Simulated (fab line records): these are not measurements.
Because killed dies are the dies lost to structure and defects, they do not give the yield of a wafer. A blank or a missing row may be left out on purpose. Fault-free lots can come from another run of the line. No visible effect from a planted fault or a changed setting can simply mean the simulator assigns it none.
fab line records    flow n5Finfet
record: lots: 9  wafers: 24  lastDay: 21
route steps=1938 shown PMOS_HMC_CHANNEL_EPI@69 FIN_SAQP@94 BEOL_M4@1111 PASSIVATION@1936
lots that met no fault: from a run of the same line without faults
startH: start of the lot's first displayed wafer, in hours after the record's first day    waitH: time in hours since the lot's previous step    " the same as in the row above    L1.1+2: one row covering several wafers at once    - value missing, or start not given    * or withheld: withheld    < > ~ a bound
route shown NAME@n: names a module that has steps shown in the file, with the first one's number in the route    usual: mean/standard deviation taken from wafers without a fault    same: alike in all rows    chamber/n: place in a boat    sites: readings site by site    _std_site: the standard deviation of these    _edge_site: inner sites' mean taken away from outer sites' mean    radiusMm: how far each site lies from the wafer's centre    mask NAME#n: copy n    behind: the most recent tool/chamber to have shaped the wafer    hold: the reason the lot was held/the length of the hold in hours/how it ended    device: the n, p or np transistor that did not switch    end of line: the same wafers' tests at the end of the route    where a step has no rows: the recipe by itself    killed: at the first sort, the dies lost to defects and structure; wafer yield is something else    map: per-die view of a wafer (x killed, . not killed, _ where there is no die)
set.NAME: the setting as run; set.NAME@STEP: as run at that earlier step    model.NAME: the simulator's own value behind a step, which no gauge read
steps of the route over a sample of lots; a table a step, a row a wafer
services: the hour from which a tool's chamber was out of use, counted from the record's first day as startH (under 0 if before that day), plus the number of hours and why
== steps ==
step: N5_PMOS_HMC_CHANNEL_EPI_ETCH_32
recipe: chemistry: N2/H2  target: BARC  stopOn: SiO2  targetDepthA: 858  overEtchFrac: 0.3  timeS: 50.3  ionEnergyEv: 200  maskMaterial: CAR-ArF-block  pressureMtorr: 30  sourceW: 840  biasW: 150  n2FlowSccm: 200  h2FlowSccm: 200
usual: drypumpMotorCurrentA: 5.7/0.38  oesProductAu: 0.69/0.075  rfFwdPowerW: 832/3.2  rfVppV: 524.8/2.6  showerheadPlenumPTorr: 2.57/0.1  throttleValvePct: 17.8/0.3
lot.wafer  tool        chamber  startH  waitH  drypumpMotorCurrentA  oesProductAu  rfFwdPowerW  rfHoursCounterH  rfVppV  showerheadPlenumPTorr  throttleValvePct
L821.1     rieDiel-06  3        23.25   0.0    5.4                   0.57          832          247              524.0   2.48                   18.0
L821.3     "           2        "       "      5.2                   0.59          826          241              525.4   2.62                   17.9
L821.6     "           3        "       "      5.4                   0.58          832          -                524.6   2.48                   18.0
L823.3     rieDiel-06  2        36.03   0.0    5.2                   0.59          826          245              526.6   2.61                   17.9
L823.5     "           2        "       "      5.2                   0.59          831          -                526.1   2.61                   17.9
L823.6     "           1        "       "      5.5                   0.61          833          -                523.2   2.62                   17.8
L828.5     rieDiel-06  0        66.20   0.0    6.2                   0.71          834          -                525.2   2.55                   17.3
L828.6     "           3        "       "      5.4                   0.82          833          -                523.1   2.48                   17.5
L830.2     rieDiel-02  1        77.42   0.0    5.4                   0.69          828          105              522.3   2.47                   17.7
L830.5     "           2        "       "      5.7                   0.68          831          -                517.7   2.33                   17.7
L831.2     rieDiel-02  2        83.29   0.0    5.7                   0.68          829          117              519.2   2.33                   17.7
L831.3     "           3        "       "      5.9                   0.65          833          147              527.1   2.65                   17.8
L840.2     rieDiel-02  1        141.57  0.0    5.4                   0.67          831          118              522.4   2.47                   17.7
L840.3     "           2        "       "      5.7                   0.66          829          128              518.4   2.32                   17.7
L840.4     "           3        "       "      5.9                   0.64          829          159              526.7   2.64                   17.8
L841.2     rieDiel-03  3        143.29  0.0    5.1                   0.80          830          19               528.1   2.72                   17.9
L841.3     "           0        "       "      6.2                   0.69          830          104              525.2   2.56                   17.5
L841.5     "           1        "       "      5.8                   0.61          827          -                526.1   2.61                   18.3
L842.2     rieDiel-06  0        149.51  0.0    6.2                   0.69          832          76               524.3   2.54                   17.4
L842.3     "           1        "       "      5.5                   0.60          837          215              526.2   2.61                   17.9
L842.4     "           2        "       "      5.2                   0.79          830          11               524.7   2.61                   17.5
L843.1     rieDiel-03  2        155.48  0.0    6.3                   0.75          830          52               527.9   2.71                   17.8
L843.2     "           1        "       "      5.7                   0.61          830          210              525.2   2.60                   18.3
L843.4     "           0        "       "      6.2                   0.68          831          107              524.2   2.56                   17.4
step: N5_PMOS_HMC_CHANNEL_EPI_FIN_RECESS_16
recipe: chemistry: HBr/Cl2  target: Si  maskMaterial: SiO2  targetDepthA: 540  timeS: 18  pressureMtorr: 10  icpW: 800  biasW: 75  HBr_flow_sccm: 150  Cl2_flow_sccm: 80
usual: drypumpMotorCurrentA: 5.7/0.49  oesProductAu: 1.014/0.022  rfFwdPowerW: 795.8/2.4  throttleValvePct: 35.4/0.36
lot.wafer  tool      chamber  startH  waitH  drypumpMotorCurrentA  oesProductAu  rfFwdPowerW  rfHoursCounterH  throttleValvePct
L821.1     rieSi-06  1        23.88   0.0    5.6                   1.027         797.1        178              34.9
L821.3     "         2        "       "      5.0                   0.990         794.7        195              35.4
L821.6     "         2        "       "      5.0                   0.990         793.4        -                35.4
L823.3     rieSi-06  0        36.45   0.0    5.8                   1.059         797.6        7                35.3
L823.5     "         3        "       "      6.3                   0.992         794.3        -                35.8
L823.6     "         2        "       "      4.9                   0.997         796.0        -                35.4
L828.5     rieSi-06  3        66.64   0.0    6.3                   0.976         -            -                35.8
L828.6     "         0        "       "      5.9                   1.058         796.9        -                35.4
L830.2     rieSi-06  3        77.84   0.0    6.3                   0.992         -            18               35.8
L830.5     "         3        "       "      6.3                   0.978         -            -                35.8
L831.2     rieSi-06  2        83.71   0.0    5.0                   0.991         -            197              35.3
L831.3     "         3        "       "      6.4                   0.988         792.5        19               35.8
L840.2     rieSi-05  2        141.99  0.0    6.3                   1.017         800.1        109              35.4
L840.3     "         0        "       "      6.1                   1.031         796.4        107              35.2
L840.4     "         1        "       "      5.7                   0.990         795.5        192              35.8
L841.2     rieSi-06  2        143.71  0.0    5.0                   0.994         797.0        0                36.0
L841.3     "         3        "       "      6.3                   0.983         794.9        19               35.8
L841.5     "         0        "       "      5.8                   1.052         797.4        -                35.3
L842.2     rieSi-06  2        149.93  0.0    5.0                   1.000         798.6        0                36.0
L842.3     "         3        "       "      6.3                   0.991         797.0        20               35.8
L842.4     "         0        "       "      5.9                   1.061         795.9        9                35.3
L843.1     rieSi-06  2        155.91  0.0    5.0                   1.005         796.1        1                36.0
L843.2     "         1        "       "      5.6                   1.019         796.5        179              34.9
L843.4     "         0        "       "      5.8                   1.052         794.3        10               35.3
step: N5_PMOS_HMC_CHANNEL_EPI_THK_MEAS_22
recipe: reads: SiGe30_of_PMOS_HMC_CHANNEL_EPI_EPI_20
usual: HMC_CMP_THK: 54.9/1.3
lot.wafer  tool          chamber  startH  waitH  HMC_CMP_THK[nm]
L821.1     filmMetro-01  -        25.69   -      54.0
L821.3     "             -        "       "      53.6
L821.6     "             -        "       "      54.1
L823.3     filmMetro-02  -        38.25   -      57.4
L823.5     "             -        "       "      53.8
L823.6     "             -        "       "      54.0
L828.5     filmMetro-02  -        68.43   -      40.4
L828.6     "             -        "       "      56.3
L830.2     filmMetro-01  -        79.65   -      40.8
L830.5     "             -        "       "      40.7
L831.2     filmMetro-02  -        85.51   -      40.6
L831.3     "             -        "       "      53.2
L840.2     filmMetro-01  -        144.19  -      55.1
L840.3     "             -        "       "      55.5
L840.4     "             -        "       "      52.4
L841.2     filmMetro-02  -        145.91  -      53.7
L841.3     "             -        "       "      53.0
L841.5     "             -        "       "      56.3
L842.2     filmMetro-02  -        152.13  -      54.2
L842.3     "             -        "       "      53.5
L842.4     "             -        "       "      57.2
L843.1     filmMetro-01  -        158.65  -      53.6
L843.2     "             -        "       "      53.3
L843.4     "             -        "       "      56.4
step: N5_FIN_SAQP_ALD_61
recipe: material: SiO2  targetThkA: 40  tempC: 300  aldPrecursorFamily: BDEAS  aldCoReactant: O2-plasma  pulseTimeS: 1  purgeTimeS: 2  coReactantPurgeTimeS: 2  aldCycles: 43  pressureTorr: 2
usual: heaterPowerOuterW: 259/31  heaterPowerW: 460/50  precursorPulseHeightRel: 0.998/0.021
lot.wafer  tool       chamber  startH  waitH  heaterPowerOuterW  heaterPowerW  precursorPulseHeightRel
L821.1     aldSin-04  1        26.34   0.0    214                403           0.989
L821.3     "          0        "       "      254                467           0.990
L821.6     "          2        "       "      270                444           0.974
L823.3     aldSin-04  3        38.85   0.0    252                435           0.996
L823.5     "          1        "       "      218                405           1.002
L823.6     "          0        "       "      258                467           1.017
L828.5     aldSin-04  0        72.37   3.4    255                466           1.016
L828.6     "          1        "       "      218                401           1.067
L830.2     aldSin-01  2        80.26   0.0    223                434           0.994
L830.5     "          2        "       "      234                438           1.021
L831.2     aldSin-01  0        87.05   0.9    272                478           0.980
L831.3     "          2        "       "      228                429           1.003
L840.2     aldSin-03  1        144.83  0.1    271                496           0.991
L840.3     "          0        "       "      211                361           1.010
L840.4     "          2        "       "      312                527           1.003
L841.2     aldSin-03  1        147.33  0.9    278                501           1.023
L841.3     "          2        "       "      310                537           1.022
L841.5     "          3        "       "      299                469           1.004
L842.2     aldSin-04  2        153.22  0.2    272                464           0.970
L842.3     "          0        "       "      248                457           0.989
L842.4     "          3        "       "      243                429           0.976
L843.1     aldSin-03  0        159.32  0.0    212                362           1.001
L843.2     "          3        "       "      295                463           0.996
L843.4     "          2        "       "      323                537           1.023
step: N5_FIN_SAQP_HM_DEP_03
recipe: material: SiNx  targetThkA: 380  tempC: 400  precursor: SiH4/NH3/N2  pressureTorr: 1.5  rfW: 300  timeS: 33.6
usual: heaterPowerOuterW: 483/58  heaterPowerW: 781/97  rfFwdPowerW: 297.5/1.2  showerheadPlenumPTorr: 5.12/0.068  throttleValvePct: 39.5/2.5
lot.wafer  tool      chamber  startH  waitH  heaterPowerOuterW  heaterPowerW  rfFwdPowerW  showerheadPlenumPTorr  throttleValvePct
L821.1     pecvd-02  0        26.76   0.2    466                721           297.4        5.09                   38.4
L821.3     "         0        "       "      473                679           296.9        5.10                   38.5
L821.6     "         0        "       "      470                716           298.2        5.10                   38.7
L823.3     pecvd-02  1        39.30   0.2    512                828           297.6        5.19                   40.8
L823.5     "         0        "       "      460                711           298.6        5.08                   38.4
L823.6     "         1        "       "      507                834           297.6        5.18                   41.1
L828.5     pecvd-01  0        72.80   0.1    564                845           298.9        5.02                   42.2
L828.6     "         2        "       "      499                879           295.6        5.03                   37.6
L830.2     pecvd-01  1        80.90   0.2    509                857           299.4        5.22                   40.8
L830.5     "         0        "       "      555                830           296.6        5.03                   41.9
L831.2     pecvd-04  0        87.56   0.2    535                927           298.1        5.11                   38.8
L831.3     "         1        "       "      421                698           297.1        5.19                   45.2
L840.2     pecvd-02  0        145.25  0.2    520                758           297.8        5.08                   39.0
L840.3     "         2        "       "      303                509           298.0        5.09                   35.6
L840.4     "         1        "       "      505                790           297.3        5.18                   41.0
L841.2     pecvd-01  1        147.85  0.2    467                809           297.1        5.21                   40.8
L841.3     "         0        "       "      552                826           296.9        5.02                   42.2
L841.5     "         1        "       "      494                794           297.1        5.20                   40.8
L842.2     pecvd-04  2        153.64  0.2    425                698           296.3        5.15                   36.8
L842.3     "         1        "       "      505                796           298.5        5.18                   44.9
L842.4     "         0        "       "      533                935           298.2        5.12                   38.6
L843.1     pecvd-02  2        159.73  0.2    373                611           299.2        5.09                   35.9
L843.2     "         0        "       "      521                784           295.4        5.08                   39.0
L843.4     "         0        "       "      521                769           297.3        5.09                   39.0
step: N5_BEOL_M4_RC_MEAS_101
usual: DIBL_N: 37.1/2.6  DIBL_P: 38/3  IOFF_N: 0.18/0.052  IOFF_P: 0.25/0.06  ION_N: 678/15  ION_P: 467/8.6  SS_N: 71.7/0.73  SS_P: 73.7/0.89  VT_N: 249/4.3  VT_P: -248/3.8
lot.wafer  tool       chamber  startH  waitH  DIBL_N[mV/V]  DIBL_P[mV/V]  IOFF_N[nA/um]  IOFF_P[nA/um]  ION_N[uA/um]  ION_P[uA/um]  SS_N[mV/dec]  SS_P[mV/dec]  VT_N[mV]  VT_P[mV]
L821.1     prober-02  0        228.07  0.0    34.6          36            0.13           0.18           657           448           70.1          72.9          253       -255
L821.3     "          0        "       "      40.1          42            0.26           0.29           688           468           72.2          74.8          242       -245
L821.6     "          0        "       "      36.5          38            0.17           0.22           667           459           72.0          72.7          249       -251
L823.3     prober-01  0        257.73  0.7    37.3          39            0.21           0.29           708           478           71.3          74.5          242       -242
L823.5     "          0        "       "      36.6          36            0.16           0.23           683           467           72.1          73.8          248       -246
L823.6     "          0        "       "      36.6          38            0.18           0.29           682           476           70.9          74.0          243       -243
L828.5     prober-02  0        285.62  0.6    41.5          40            0.26           0.28           700           426           73.2          74.4          243       -247
L828.6     "          0        "       "      40.5          39            0.26           0.30           686           470           71.8          74.3          242       -246
L831.2     prober-02  0        294.51  0.2    35.2          36            0.15           0.18           683           418           71.9          73.4          251       -253
L831.3     "          0        "       "      36.7          37            0.16           0.21           671           460           71.5          73.6          250       -251
L830.2     prober-02  0        312.80  0.2    35.7          36            0.15           0.18           657           415           70.7          73.0          250       -253
L830.5     "          0        "       "      34.1          34            0.13           0.17           658           416           71.4          72.2          253       -255
L840.2     prober-02  0        351.22  0.2    38.0          38            0.18           0.25           675           464           72.1          73.6          250       -248
L840.3     "          0        "       "      33.1          34            0.10           0.17           655           458           70.9          73.0          258       -255
L840.4     "          0        "       "      35.1          35            0.13           0.18           666           455           71.4          73.5          253       -253
L842.2     prober-02  0        367.82  0.2    36.5          39            0.19           0.26           704           484           71.2          74.6          244       -243
L842.3     "          0        "       "      37.0          39            0.19           0.26           674           462           72.0          73.8          248       -248
L842.4     "          0        "       "      38.3          41            0.23           0.30           700           477           71.3          74.7          245       -248
L843.1     prober-02  0        375.35  0.0    39.7          42            0.26           0.32           694           474           72.8          75.2          241       -245
L843.2     "          0        "       "      40.2          42            0.25           0.33           682           475           72.6          74.5          246       -245
L843.4     "          0        "       "      38.0          39            0.22           0.26           681           466           72.4          74.2          245       -246
L841.2     prober-01  0        402.72  0.2    43.7          45            0.34           0.39           692           472           73.6          75.9          243       -243
L841.3     "          0        "       "      38.2          38            0.18           0.24           696           478           71.0          73.4          249       -248
L841.5     "          0        "       "      37.7          37            0.17           0.23           677           467           71.5          74.3          250       -248
step: N5_PASSIVATION_PROBE_49
usual: defectLimitedYield: 91.4/1.4  killed_at_M0_to_M3: 34/9.1  killed_at_M4_up: 14/5.2  killedAtContacts: 12/6.4  killedAtFrontEnd: 38/11  killedAtOther: 3.7/2.8  killedDies: 102/17  killedOpen: 68/13  killedShort: 32/7.8  sort_bin_4_leakage: 0.05/0.3  sort_bin_5_function: 5.1/1  sort_bin_6_memory: 3.2/0.66  sort_bin_8_speed: 0.1/0.92  sortNPass: 1076/19  sortYieldPct: 91.2/1.6
same: grossDies: 1180  killedAtBackSide: 0
lot.wafer  tool       chamber  startH  waitH  defectLimitedYield[%]  killed_at_M0_to_M3  killed_at_M4_up  killedAtContacts  killedAtFrontEnd  killedAtOther  killedDies  killedOpen  killedShort  sort_bin_4_leakage[%]  sort_bin_5_function[%]  sort_bin_6_memory[%]  sort_bin_8_speed[%]  sortNPass  sortYieldPct[%]
L821.1     prober-01  -        335.50  0.0    90.6                   36                  11               10                49                5              111         65          46           0                      4.5                     4.7                   0                    1069       90.6
L821.3     prober-01  -        335.60  0.1    90.1                   40                  16               15                41                5              117         78          38           0                      5.7                     3.8                   0                    1063       90.1
L821.6     prober-01  -        335.75  0.3    90.4                   45                  24               4                 40                0              113         85          28           0                      5.8                     3.4                   0                    1067       90.4
L823.3     prober-01  -        359.22  0.1    92.1                   28                  20               13                27                5              93          62          27           0                      4.5                     3.2                   0                    1087       92.1
L823.5     prober-01  -        359.32  0.2    89.7                   30                  25               12                43                11             121         84          34           0                      6.0                     4.1                   0                    1059       89.7
L823.6     prober-01  -        359.37  0.3    89.7                   50                  14               9                 39                9              121         84          36           0                      5.3                     4.7                   0                    1059       89.7
L828.5     prober-02  -        392.45  0.2    91.6                   42                  11               10                32                4              99          67          28           0                      4.8                     3.1                   32.3                 700        59.3
L828.6     prober-02  -        392.50  0.3    91.5                   19                  22               20                37                2              100         70          30           0                      5.8                     2.6                   0                    1080       91.5
L831.2     prober-01  -        398.57  0.1    88.6                   35                  9                19                71                1              135         85          47           0                      6.2                     4.7                   81.9                 79         6.7
L831.3     prober-01  -        398.62  0.1    91.4                   25                  8                17                50                1              101         62          37           0                      4.7                     3.6                   0                    1079       91.4
L830.2     prober-02  -        419.54  0.1    91.4                   37                  8                17                33                6              101         65          33           0                      4.7                     3.4                   90.3                 13         1.1
L830.5     prober-02  -        419.69  0.2    92.6                   24                  11               6                 40                6              87          63          24           0                      4.1                     3.1                   91.3                 16         1.4
L840.2     prober-02  -        456.19  0.1    90.0                   42                  11               13                48                4              118         75          42           0                      5.2                     4.1                   0                    1062       90.0
L840.3     prober-02  -        456.24  0.1    91.4                   29                  25               8                 36                3              101         68          31           0                      4.3                     3.6                   0                    1079       91.4
L840.4     prober-02  -        456.29  0.2    87.7                   39                  14               6                 80                6              145         98          43           0                      7.4                     4.4                   0                    1035       87.7
L843.1     prober-01  -        477.15  0.0    92.5                   28                  9                14                31                7              89          68          21           0                      4.2                     3.1                   0                    1091       92.5
L843.2     prober-01  -        477.20  0.1    91.9                   38                  13               20                17                7              95          66          29           0                      5.7                     2.3                   0                    1085       91.9
L843.4     prober-01  -        477.30  0.2    93.2                   35                  9                9                 26                1              80          54          26           0                      4.3                     2.3                   0                    1100       93.2
L842.2     prober-02  -        478.31  0.1    91.6                   49                  13               5                 23                9              99          67          32           0                      4.8                     3.3                   0                    1081       91.6
L842.3     prober-02  -        478.36  0.1    92.2                   36                  15               12                28                1              92          70          22           0                      4.7                     3.0                   0                    1088       92.2
L842.4     prober-02  -        478.41  0.2    90.3                   47                  11               7                 43                6              114         86          28           0                      6.2                     3.1                   0                    1066       90.3
L841.2     prober-02  -        508.68  0.1    93.1                   19                  13               10                36                4              82          56          26           3.22                   3.6                     3.1                   0                    1060       89.8
L841.3     prober-02  -        508.73  0.1    90.9                   30                  12               10                50                5              107         61          46           0                      5.4                     3.2                   0                    1073       90.9
L841.5     prober-02  -        508.83  0.2    91.9                   31                  12               6                 36                10             95          71          23           0                      4.9                     2.7                   0                    1085       91.9
killed by level:class
L821.1 BEOL_M3:geometricParticle:open=10 GATE_CUT:geometricParticle:short=9 FIN_SAQP:geometricParticle:open=8 FIN_SAQP:geometricParticle:short=8 BEOL_M0_SAQP:geometricParticle:short=8 BEOL_M0_SAQP:geometricParticle:open=8 MOL_CONTACT_COAG:geometricParticle:open=7 DUMMY_GATE:geometricParticle:open=6
L821.3 MOL_CONTACT_COAG:geometricParticle:open=13 BEOL_M0_SAQP:geometricParticle:short=11 BEOL_M2:geometricParticle:open=11 DUMMY_GATE:geometricParticle:open=10 FIN_SAQP:geometricParticle:open=6 GATE_CUT:geometricParticle:short=6 BEOL_M3:geometricParticle:open=6 BEOL_M0_SAQP:geometricParticle:open=5
L821.6 BEOL_M0_SAQP:geometricParticle:open=14 STI_FIN_REVEAL:geometricParticle:open=13 BEOL_M4:geometricParticle:open=11 BEOL_M2:geometricParticle:open=10 DUMMY_GATE:geometricParticle:open=8 BEOL_M0_SAQP:geometricParticle:short=8 BEOL_M3:geometricParticle:open=8 FIN_SAQP:geometricParticle:open=5
L823.3 BEOL_M4:geometricParticle:open=10 MOL_CONTACT_COAG:geometricParticle:open=8 BEOL_M2:geometricParticle:open=7 FIN_SAQP:geometricParticle:open=5 STI_FIN_REVEAL:geometricParticle:open=5 BEOL_M3:geometricParticle:open=5 MOL_CONTACT_COAG:geometricParticle:short=5 DUMMY_GATE:geometricParticle:open=4
L823.5 BEOL_M4:geometricParticle:open=17 STI_FIN_REVEAL:geometricParticle:open=16 MOL_CONTACT_COAG:geometricParticle:open=9 BEOL_M3:geometricParticle:open=7 FIN_SAQP:geometricParticle:open=6 GATE_CUT:geometricParticle:short=4 BEOL_M0_SAQP:geometricParticle:short=4 BEOL_M0_SAQP:geometricParticle:open=4
L823.6 BEOL_M2:geometricParticle:open=12 BEOL_M0:geometricParticle:open=10 MOL_CONTACT_COAG:geometricParticle:open=8 BEOL_M4:geometricParticle:open=8 BEOL_M0_SAQP:geometricParticle:short=7 FIN_SAQP:geometricParticle:open=6 STI_FIN_REVEAL:geometricParticle:open=6 BEOL_M3:geometricParticle:open=6
L828.5 BEOL_M2:geometricParticle:open=13 BEOL_M3:geometricParticle:open=11 MOL_CONTACT_COAG:geometricParticle:open=8 DUMMY_GATE:geometricParticle:open=7 BEOL_M0_SAQP:geometricParticle:short=6 BEOL_M4:geometricParticle:open=5 GATE_CUT:geometricParticle:short=4 BEOL_M0_SAQP:geometricParticle:open=4
L828.6 FIN_SAQP:geometricParticle:open=17 MOL_CONTACT_COAG:geometricParticle:open=14 BEOL_M4:geometricParticle:open=10 MOL_CONTACT_COAG:geometricParticle:short=6 BEOL_M3:geometricParticle:open=6 GATE_CUT:geometricParticle:short=4 FIN_SAQP:geometricParticle:short=3 DUMMY_GATE:geometricParticle:open=3
L831.2 FIN_SAQP:geometricParticle:open=21 STI_FIN_REVEAL:geometricParticle:open=16 MOL_CONTACT_COAG:geometricParticle:open=13 FIN_SAQP:geometricParticle:short=9 MOL_CONTACT_COAG:geometricParticle:short=6 BEOL_M3:geometricParticle:open=6 BEOL_M0:geometricParticle:short=6 BEOL_M0_SAQP:geometricParticle:short=6
L831.3 MOL_CONTACT_COAG:geometricParticle:open=15 STI_FIN_REVEAL:geometricParticle:open=11 FIN_SAQP:geometricParticle:open=9 FIN_SAQP:geometricParticle:short=8 BEOL_M0_SAQP:geometricParticle:short=8 BEOL_M0_SAQP:geometricParticle:open=8 GATE_CUT:geometricParticle:short=7 BEOL_M5:geometricParticle:open=5
L830.2 BEOL_M2:geometricParticle:open=15 MOL_CONTACT_COAG:geometricParticle:open=12 FIN_SAQP:geometricParticle:open=7 BEOL_M0_SAQP:geometricParticle:open=7 STI_FIN_REVEAL:geometricParticle:open=5 BEOL_M0_SAQP:geometricParticle:short=5 BEOL_M3:geometricParticle:open=5 FIN_SAQP:geometricParticle:short=4
L830.5 STI_FIN_REVEAL:geometricParticle:open=12 BEOL_M2:geometricParticle:open=7 FIN_SAQP:geometricParticle:short=6 GATE_CUT:geometricParticle:short=5 MOL_CONTACT_COAG:geometricParticle:open=5 FIN_SAQP:geometricParticle:open=4 BEOL_M0_SAQP:geometricParticle:open=4 BEOL_M1:geometricParticle:open=4
L840.2 FIN_SAQP:geometricParticle:open=14 MOL_CONTACT_COAG:geometricParticle:open=13 BEOL_M0_SAQP:geometricParticle:short=12 BEOL_M3:geometricParticle:open=10 FIN_SAQP:geometricParticle:short=8 BEOL_M2:geometricParticle:open=6 STARTING-WAFER:geometricParticle:open=6 ILD0:geometricParticle:open=5
L840.3 BEOL_M4:geometricParticle:open=15 FIN_SAQP:geometricParticle:short=11 BEOL_M2:geometricParticle:open=9 MOL_CONTACT_COAG:geometricParticle:open=8 FIN_SAQP:geometricParticle:open=7 BEOL_M3:geometricParticle:open=7 STI_FIN_REVEAL:geometricParticle:open=5 BEOL_M0:geometricParticle:open=5
L840.4 FIN_SAQP:geometricParticle:open=28 FIN_SAQP:geometricParticle:short=15 BEOL_M2:geometricParticle:open=15 STI_FIN_REVEAL:geometricParticle:open=12 BEOL_M0:geometricParticle:open=6 BEOL_M3:geometricParticle:open=6 GATE_CUT:geometricParticle:short=4 MOL_CONTACT_COAG:geometricParticle:open=4
L843.1 MOL_CONTACT_COAG:geometricParticle:open=12 FIN_SAQP:geometricParticle:open=9 BEOL_M3:geometricParticle:open=8 FIN_SAQP:geometricParticle:short=6 BEOL_M2:geometricParticle:open=6 STARTING-WAFER:geometricParticle:open=5 BEOL_M0_SAQP:geometricParticle:open=4 BEOL_M1:geometricParticle:open=4
L843.2 MOL_CONTACT_COAG:geometricParticle:open=17 BEOL_M0_SAQP:geometricParticle:short=10 BEOL_M0_SAQP:geometricParticle:open=10 BEOL_M3:geometricParticle:open=9 BEOL_M4:geometricParticle:open=5 FIN_SAQP:geometricParticle:short=3 FIN_SAQP:geometricParticle:open=3 STI_FIN_REVEAL:geometricParticle:open=3
L843.4 BEOL_M0_SAQP:geometricParticle:open=9 FIN_SAQP:geometricParticle:short=8 FIN_SAQP:geometricParticle:open=7 MOL_CONTACT_COAG:geometricParticle:open=7 BEOL_M3:geometricParticle:open=7 STI_FIN_REVEAL:geometricParticle:open=6 BEOL_M0_SAQP:geometricParticle:short=6 BEOL_M2:geometricParticle:open=3
L842.2 BEOL_M2:geometricParticle:open=13 BEOL_M1:geometricParticle:open=11 BEOL_M0_SAQP:geometricParticle:open=8 STI_FIN_REVEAL:geometricParticle:open=7 BEOL_M4:geometricParticle:open=7 GATE_CUT:geometricParticle:short=6 PASS1_CAP:geometricParticle:short=6 BEOL_M3:geometricParticle:open=5
L842.3 STI_FIN_REVEAL:geometricParticle:open=12 BEOL_M2:geometricParticle:open=12 MOL_CONTACT_COAG:geometricParticle:open=10 BEOL_M3:geometricParticle:open=7 BEOL_M4:geometricParticle:open=6 BEOL_M0_SAQP:geometricParticle:open=5 GATE_CUT:geometricParticle:short=4 BEOL_M5:geometricParticle:open=4
L842.4 STI_FIN_REVEAL:geometricParticle:open=20 BEOL_M2:geometricParticle:open=13 BEOL_M3:geometricParticle:open=8 MOL_CONTACT_COAG:geometricParticle:open=7 BEOL_M0_SAQP:geometricParticle:short=7 BEOL_M0_SAQP:geometricParticle:open=7 FIN_SAQP:geometricParticle:open=5 BEOL_M1:geometricParticle:open=5
L841.2 FIN_SAQP:geometricParticle:open=10 DUMMY_GATE:geometricParticle:open=7 FIN_SAQP:geometricParticle:short=6 MOL_CONTACT_COAG:geometricParticle:open=6 BEOL_M2:geometricParticle:open=6 GATE_CUT:geometricParticle:short=4 MOL_CONTACT_COAG:geometricParticle:short=4 BEOL_M0_SAQP:geometricParticle:short=4
L841.3 FIN_SAQP:geometricParticle:open=12 FIN_SAQP:geometricParticle:short=8 GATE_CUT:geometricParticle:short=7 BEOL_M1:geometricParticle:open=7 DUMMY_GATE:geometricParticle:open=6 STI_FIN_REVEAL:geometricParticle:open=5 MOL_CONTACT_COAG:geometricParticle:short=5 MOL_CONTACT_COAG:geometricParticle:open=5
L841.5 DUMMY_GATE:geometricParticle:open=10 BEOL_M0_SAQP:geometricParticle:open=6 BEOL_M1:geometricParticle:open=6 BEOL_M2:geometricParticle:open=6 FIN_SAQP:geometricParticle:open=5 BEOL_M0_SAQP:geometricParticle:short=5 BEOL_M4:geometricParticle:open=5 ILD0:geometricParticle:open=4
== services ==
tool        chamber  startH  hours  kind
pecvd-04    1        5.47    4.1    repair
pecvd-01    -        25.99   4.0    repair
pecvd-04    0        35.93   7.1    repair
rieDiel-03  1        42.31   1.9    repair
rieSi-05    -        48.63   1.6    repair
rieSi-06    -        53.60   2.8    pm
rieSi-06    1        58.04   22.9   repair
rieDiel-02  0        58.65   9.9    repair
pecvd-04    -        60.31   0.6    repair
pecvd-02    -        82.07   9.8    repair
aldSin-01   -        84.30   2.7    repair
aldSin-04   -        85.52   14.0   pm
pecvd-01    0        99.05   20.3   repair
aldSin-01   2        103.47  10.7   repair
rieDiel-06  -        105.21  0.6    repair
rieSi-06    2        106.56  -      clean
rieSi-06    2        106.56  16.1   scheduledDown
rieSi-06    -        107.87  14.6   pm
rieSi-05    -        110.00  2.8    pm
rieDiel-02  1        124.87  2.3    repair
pecvd-04    -        127.98  6.0    pm
rieSi-06    -        129.99  0.2    repair
pecvd-04    2        142.11  4.0    repair
aldSin-04   2        143.47  6.2    repair
== key ==
firstSign: step: N5_PMOS_HMC_CHANNEL_EPI_THK_MEAS_22  reading: HMC_CMP_THK  direction: down  sigmas: 11  usual: 54.9  struck: 40.6
effect: step: N5_BEOL_M4_RC_MEAS_101  reading: ION_P  direction: down  sigmas: 5.6  usual: 467  struck: 419
effect: step: N5_PASSIVATION_PROBE_49  reading: sort_bin_8_speed  direction: up  sigmas: 80  usual: 0.1  struck: 73.9
metAt N5_PMOS_HMC_CHANNEL_EPI_FIN_RECESS_16
struckLots L828,L830,L831
struckWafers L828.5,L830.2,L830.5,L831.2
notActingAt N5_PMOS_HMC_CHANNEL_EPI_ETCH_32,N5_FIN_SAQP_ALD_61,N5_FIN_SAQP_HM_DEP_03
onsetBetween 36.45 66.64
fault: kind: processParameterDrift  tool: rieSi-06  chamber: -  onsetH: 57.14  steps: N5_PMOS_HMC_CHANNEL_EPI_FIN_RECESS_16  channel: timeS  offset: *  shape: step  endH: 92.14  scope: struckWafersOnly  actsIn: *  stated: *
